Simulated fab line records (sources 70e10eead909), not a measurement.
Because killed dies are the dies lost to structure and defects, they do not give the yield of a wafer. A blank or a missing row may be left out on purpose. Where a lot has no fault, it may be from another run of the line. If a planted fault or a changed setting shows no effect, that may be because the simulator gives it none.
fab line records | flow nand-harc
record lots=5 | wafers=15 | last-day=25
route steps=1159 shown P_ZERO_WELL@29 END@1159
lots that met no fault: from a run of the same line without faults
start-h: hours from the record's opening day to when the first of the lot's shown wafers began | wait-h: time in hours since the lot's previous step | " identical to the entry in the row above | L1.1+2: several wafers, shown together as one row | - no value present, or no start provided | * or withheld: withheld | < > ~ a bound
route shown NAME@n: a module of which the file shows steps, and the number in the route of the first | usual: average and standard deviation across the fault-free wafers | same: alike in all rows | chamber/n: place in a boat | sites: readings site by site | _std_site: the values' standard deviation | _edge_site: the outer-site mean with the inner-site mean subtracted | radius-mm: for every site, how far away it sits from the centre of the wafer | mask NAME#n: copy n | behind: the last tool/chamber to shape the wafer | hold: reason for holding the lot/hours on hold/outcome of the hold | device: the n, p or np transistor that did not switch | end of line: the route-end tests of the same wafers | a step given without rows: its recipe and nothing more | killed: at the first sort, the dies lost to defects and structure; wafer yield is something else | map: a wafer's dies, marking killed ones x, the rest . and places with no die _
set.NAME: the setting that was run; set.NAME@STEP: the one run at that earlier step | model.NAME: the simulator's own value behind a step, which no gauge read
lots seen at some steps along the route; tables by step, rows by wafer
services: when a tool's chamber went out of use (start-h, in hours from the record's first day, below 0 if earlier), for how many hours, and the reason
## steps
# step NHARC_P_ZERO_WELL_CD_MEAS_24
# recipe target-cd-nm=720 | landing-energy-ev=500
# usual cd-nm=720.2/1.4
lot.wafer | tool      | chamber | start-h | wait-h | cd-nm
L246.1    | cd-sem-02 | 0       | 14.66   | -      | 721.0
L246.2    | "         | 0       | "       | "      | 721.3
L246.3    | "         | 0       | "       | "      | 720.4
L247.1    | cd-sem-02 | 0       | 20.61   | -      | 718.4
L247.2    | "         | 0       | "       | "      | 720.4
L247.4    | "         | 0       | "       | "      | 718.2
L257.1    | cd-sem-03 | 0       | 80.48   | -      | 718.0
L257.2    | "         | 0       | "       | "      | 718.2
L257.3    | "         | 0       | "       | "      | 718.6
L268.1    | cd-sem-02 | 0       | 146.47  | -      | 717.8
L268.4    | "         | 0       | "       | "      | 720.8
L268.6    | "         | 0       | "       | "      | 717.6
L269.3    | cd-sem-03 | 0       | 152.61  | -      | 721.6
L269.4    | "         | 0       | "       | "      | 721.4
L269.5    | "         | 0       | "       | "      | 721.3
# step NHARC_P_ZERO_WELL_HARDBAKE_25
# recipe temp-c=125 | time-s=80
# step NHARC_P_ZERO_WELL_DESCUM_26
# recipe time-s=3 | o2-flow-sccm=200 | ar-flow-sccm=0 | bias-power-w=0 | chemistry=O2
# usual drypump-motor-current-A=5.9/0.37 | oes-product-au=0.997/0.0074 | rf-vpp-V=57.6/0.83 | showerhead-plenum-p-Torr=1.89/0.067 | throttle-valve-pct=11.311/0.0089
# same time-s=3
lot.wafer | tool        | chamber | start-h | wait-h | drypump-motor-current-A | oes-product-au | rf-hours-counter-h | rf-vpp-V | showerhead-plenum-p-Torr | throttle-valve-pct
L246.2    | rie-diel-08 | 3       | 14.82   | -      | 5.6                     | 0.986          | 3.5                | 57.7     | 1.92                     | 11.319
L246.3    | "           | 1       | "       | "      | 5.3                     | 1.000          | 2.8                | 58.1     | 1.82                     | 11.315
L246.1    | "           | 2       | "       | "      | 6.0                     | 0.993          | 4.0                | 57.1     | 1.94                     | 11.317
L247.4    | rie-diel-08 | 2       | 20.80   | -      | 6.0                     | 0.987          | 4.0                | 57.3     | 1.94                     | 11.316
L247.1    | "           | 3       | "       | "      | 5.6                     | 1.000          | 3.5                | 57.9     | 1.92                     | 11.323
L247.2    | "           | 0       | "       | "      | 5.7                     | 0.997          | 3.2                | 59.0     | 1.95                     | 11.313
L257.2    | rie-diel-12 | 0       | 80.66   | -      | 6.1                     | 0.999          | 3.0                | 57.9     | 1.90                     | 11.313
L257.3    | "           | 1       | "       | "      | 5.5                     | 0.994          | 3.3                | 57.8     | 1.83                     | 11.323
L257.1    | "           | 2       | "       | "      | 6.5                     | 0.993          | 3.2                | 57.5     | 1.92                     | 11.324
L268.1    | rie-diel-08 | 3       | 146.66  | -      | 5.5                     | 1.004          | 1.2                | 57.4     | 1.91                     | 11.307
L268.4    | "           | 1       | "       | "      | 5.3                     | 1.002          | 1.3                | 57.1     | 1.82                     | 11.304
L268.6    | "           | 3       | "       | "      | 5.6                     | 1.001          | -                  | 57.9     | 1.91                     | 11.309
L269.3    | rie-diel-13 | 0       | 152.77  | -      | 5.9                     | 0.995          | 5.2                | 58.2     | 2.05                     | 11.314
L269.4    | "           | 2       | "       | "      | 6.5                     | 0.992          | 5.6                | 58.3     | 1.92                     | 11.306
L269.5    | "           | 1       | "       | "      | 6.0                     | 1.004          | -                  | 57.5     | 1.89                     | 11.327
# step NHARC_P_ZERO_WELL_IMPLANT_27
# recipe energy-kev=600 | dose-cm2=1e+13 | tilt-deg=7
# step NHARC_P_ZERO_WELL_IMPLANT_57
# recipe energy-kev=250 | dose-cm2=4e+12 | tilt-deg=7
# step NHARC_P_ZERO_WELL_IMPLANT_58
# recipe energy-kev=100 | dose-cm2=2e+12 | tilt-deg=7
# step NHARC_P_ZERO_WELL_STRIP_28
# recipe time-s=840 | temp-c=130 | chemistry=SPM
# step NHARC_P_ZERO_WELL_DEHYDRATE_29
# recipe temp-c=150 | time-s=120
# step NHARC_P_ZERO_WELL_HMDS_30
# recipe time-s=30
# step NHARC_P_ZERO_WELL_COAT_31
# recipe spin-rpm=withheld
# step NHARC_P_ZERO_WELL_SOFTBAKE_32
# recipe temp-c=122 | time-s=95
# step NHARC_P_ZERO_WELL_EBR_33
# step NHARC_P_ZERO_WELL_EXPOSE_34
# recipe na=0.6 | target-cd-nm=720 | dose-mj=22.31 | mask-id=P_PWELL
# usual exposure-dose-mJ-cm2=22.306/0.022
lot.wafer | tool           | chamber | start-h | wait-h | mask      | exposure-dose-mJ-cm2
L246.1    | krf-scanner-04 | 0       | 16.13   | -      | P_PWELL#0 | 22.300
L246.2    | "              | 0       | "       | "      | P_PWELL#0 | 22.326
L246.3    | "              | 0       | "       | "      | P_PWELL#0 | 22.297
L247.1    | krf-scanner-02 | 0       | 22.10   | -      | P_PWELL#0 | 22.295
L247.2    | "              | 0       | "       | "      | P_PWELL#0 | 22.324
L247.4    | "              | 0       | "       | "      | P_PWELL#0 | 22.322
L257.1    | krf-scanner-04 | 0       | 81.86   | -      | P_NWELL#0 | 22.333
L257.2    | "              | 0       | "       | "      | P_NWELL#0 | 22.317
L257.3    | "              | 0       | "       | "      | P_NWELL#0 | 22.317
L268.1    | krf-scanner-04 | 0       | 148.02  | -      | P_PWELL#0 | 22.321
L268.4    | "              | 0       | "       | "      | P_PWELL#0 | 22.338
L268.6    | "              | 0       | "       | "      | P_PWELL#0 | 22.290
L269.3    | krf-scanner-02 | 0       | 154.10  | -      | P_PWELL#0 | 22.295
L269.4    | "              | 0       | "       | "      | P_PWELL#0 | 22.320
L269.5    | "              | 0       | "       | "      | P_PWELL#0 | 22.300
# step NHARC_P_ZERO_WELL_PEB_35
# recipe peb-temp-c=118 | peb-time-s=85
# step NHARC_P_ZERO_WELL_DEVELOP_36
# recipe time-s=70
# step NHARC_P_ZERO_WELL_CD_MEAS_37
# recipe target-cd-nm=720 | landing-energy-ev=500
# usual cd-nm=719.8/1.2
lot.wafer | tool      | chamber | start-h | wait-h | cd-nm
L246.1    | cd-sem-03 | 0       | 16.29   | -      | 719.4
L246.2    | "         | 0       | "       | "      | 719.3
L246.3    | "         | 0       | "       | "      | 720.4
L247.1    | cd-sem-02 | 0       | 22.26   | -      | 718.5
L247.2    | "         | 0       | "       | "      | 720.1
L247.4    | "         | 0       | "       | "      | 719.5
L257.1    | cd-sem-02 | 0       | 82.01   | -      | -
L257.2    | "         | 0       | "       | "      | -
L257.3    | "         | 0       | "       | "      | -
L268.1    | cd-sem-02 | 0       | 148.18  | -      | 720.8
L268.4    | "         | 0       | "       | "      | 720.3
L268.6    | "         | 0       | "       | "      | 720.2
L269.3    | cd-sem-01 | 0       | 154.26  | -      | 721.5
L269.4    | "         | 0       | "       | "      | 721.9
L269.5    | "         | 0       | "       | "      | 719.9
# step NHARC_P_ZERO_WELL_HARDBAKE_38
# recipe temp-c=125 | time-s=80
# step NHARC_END_SORT_01
# recipe temp-c=25
# usual killed-at-array=25/9.8 | killed-at-other=0.8/1.1 | killed-at-periphery=3.3/2.1 | killed-dies=29/10 | killed-open=3.3/1.8 | killed-short=1.9/1.4
# same gross-dies=677
lot.wafer | tool      | chamber | start-h | wait-h | killed-at-array | killed-at-other | killed-at-periphery | killed-dies | killed-open | killed-short
L257.1    | prober-01 | 0       | 540.44  | 2.5    | 22              | 0               | 655                 | 677         | 4           | 2
L257.2    | prober-01 | 0       | 541.23  | 2.8    | 37              | 1               | 639                 | 677         | 7           | 3
L257.3    | prober-01 | 0       | 542.03  | 3.1    | 22              | 0               | 655                 | 677         | 2           | 1
# killed by level:class
L257.1 P_ZERO_WELL:area-expose=653 A_CHANNEL_HOLE_D1:chamber-film-flake=11 A_STAIRCASE:chamber-film-flake=3 A_CONTACT:chamber-film-flake=2 P_CONTACT:geometric-particle:open=1 A_CHANNEL_FILL_D1:geometric-particle:open=1 A_CHANNEL_FILL_D1:geometric-particle:short=1 A_WL_FILL:geometric-particle:short=1
L257.2 P_ZERO_WELL:area-expose=637 A_CHANNEL_HOLE_D1:chamber-film-flake=21 A_STAIRCASE:chamber-film-flake=5 A_WL_FILL:geometric-particle:short=2 A_WL_FILL:geometric-particle:open=2 A_CONTACT:geometric-particle:open=2 A_CONTACT:chamber-film-flake=2 P_M0:geometric-particle:open=1
L257.3 P_ZERO_WELL:area-expose=651 A_CHANNEL_HOLE_D1:chamber-film-flake=19 P_GATE:chamber-film-flake=3 P_M0:geometric-particle:open=1 A_CONTACT:geometric-particle:short=1 A_CONTACT:geometric-particle:open=1 A_STAIRCASE:chamber-film-flake=1
# map L257.1 (x killed, . not)
____________x____________
_________xxxxxxx_________
_______xxxxxxxxxxx_______
______xxxxxxxxxxxxx______
_____xxxxxxxxxxxxxxx_____
____xxxxxxxxxxxxxxxxx____
____xxxxxxxxxxxxxxxxx____
___xxxxxxxxxxxxxxxxxxx___
___xxxxxxxxxxxxxxxxxxx___
__xxxxxxxxxxxxxxxxxxxxx__
__xxxxxxxxxxxxxxxxxxxxx__
_xxxxxxxxxxxxxxxxxxxxxxx_
_xxxxxxxxxxxxxxxxxxxxxxx_
_xxxxxxxxxxxxxxxxxxxxxxx_
_xxxxxxxxxxxxxxxxxxxxxxx_
_xxxxxxxxxxxxxxxxxxxxxxx_
xxxxxxxxxxxxxxxxxxxxxxxxx
xxxxxxxxxxxxxxxxxxxxxxxxx
xxxxxxxxxxxxxxxxxxxxxxxxx
xxxxxxxxxxxxxxxxxxxxxxxxx
xxxxxxxxxxxxxxxxxxxxxxxxx
_xxxxxxxxxxxxxxxxxxxxxxx_
_xxxxxxxxxxxxxxxxxxxxxxx_
_xxxxxxxxxxxxxxxxxxxxxxx_
_xxxxxxxxxxxxxxxxxxxxxxx_
_xxxxxxxxxxxxxxxxxxxxxxx_
__xxxxxxxxxxxxxxxxxxxxx__
__xxxxxxxxxxxxxxxxxxxxx__
___xxxxxxxxxxxxxxxxxxx___
___xxxxxxxxxxxxxxxxxxx___
____xxxxxxxxxxxxxxxxx____
____xxxxxxxxxxxxxxxxx____
_____xxxxxxxxxxxxxxx_____
______xxxxxxxxxxxxx______
_______xxxxxxxxxxx_______
_________xxxxxxx_________
____________x____________
# map L246.1 (x killed, . not)
____________.____________
_________......._________
_______..........._______
______...........x.______
_____..............._____
____.................____
____.................____
___...............x...___
___...................___
__.....................__
__.....................__
_......................._
_......................._
_......................._
_......................._
_.x....................x_
.........................
.........................
........................x
.........................
.........................
_......x................_
_.....x................._
_......................._
_.............x.....x..._
_.................xx...._
__.........x........x..__
__.x.............xxxx.x__
___.................x.___
___.......xx....x..xx.___
____..............xx.____
____.......x.........____
_____..............x_____
______.............______
_______..........._______
_________......._________
____________.____________
## services
tool           | chamber | start-h | hours | kind
krf-scanner-04 | -       | -2.56   | 3.2   | repair
rie-diel-08    | 0       | 5.80    | -     | clean
rie-diel-08    | 1       | 5.80    | -     | clean
rie-diel-08    | 2       | 5.80    | -     | clean
rie-diel-08    | 3       | 5.80    | -     | clean
rie-diel-12    | -       | 25.45   | 9.0   | pm
rie-diel-08    | 0       | 30.30   | -     | clean
rie-diel-08    | 1       | 30.30   | -     | clean
rie-diel-08    | 2       | 30.30   | -     | clean
rie-diel-08    | 3       | 30.30   | -     | clean
rie-diel-08    | -       | 32.69   | 0.2   | repair
rie-diel-12    | 0       | 35.49   | 8.0   | repair
krf-scanner-02 | -       | 38.04   | 4.0   | pm
rie-diel-08    | 0       | 54.80   | -     | clean
rie-diel-08    | 1       | 54.80   | -     | clean
rie-diel-08    | 2       | 54.80   | -     | clean
rie-diel-08    | 3       | 54.80   | -     | clean
rie-diel-08    | 0       | 93.30   | 15.5  | repair
rie-diel-13    | -       | 99.00   | 9.0   | pm
rie-diel-08    | -       | 124.80  | 9.0   | pm
krf-scanner-04 | -       | 126.00  | 4.0   | pm
krf-scanner-04 | -       | 135.31  | 7.7   | repair
rie-diel-12    | -       | 142.54  | 4.3   | repair
krf-scanner-04 | -       | 145.20  | 0.4   | repair
## key
first-sign step=NHARC_P_ZERO_WELL_EXPOSE_34 | reading=mask | direction=changed
effect step=NHARC_P_ZERO_WELL_CD_MEAS_37 | reading=cd-nm | direction=missing
effect step=NHARC_END_SORT_01 | reading=killed-at-periphery | direction=up | sigmas=99+ | usual=3.3 | struck=649.7
more-kills-born-at NHARC_P_ZERO_WELL_EXPOSE_34@krf-scanner-04=1941
met-at NHARC_P_ZERO_WELL_EXPOSE_34
struck-wafers L257.1,L257.2,L257.3
later-rows-left-out L257.1,L257.2,L257.3
tester-left-out L257
onset-between 16.13 81.86
fault kind=wrong-mask | tool=any | chamber=- | onset-h=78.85 | steps=NHARC_P_ZERO_WELL_EXPOSE_34 | aux-copy=P_NWELL#0 | scope=struck-lots-only
# tester-left-out: of these lots the tester's yield and bins aren't shown, on N5 and GAA mostly nor the transistor test; their killed dies are dies lost to structure and defects alone, not to doping, threshold or leakage, so they don't give the yield
# later-rows-left-out: the simulator's readings of these wafers behind a module that went badly wrong aren't trusted and aren't shown, but for the sort
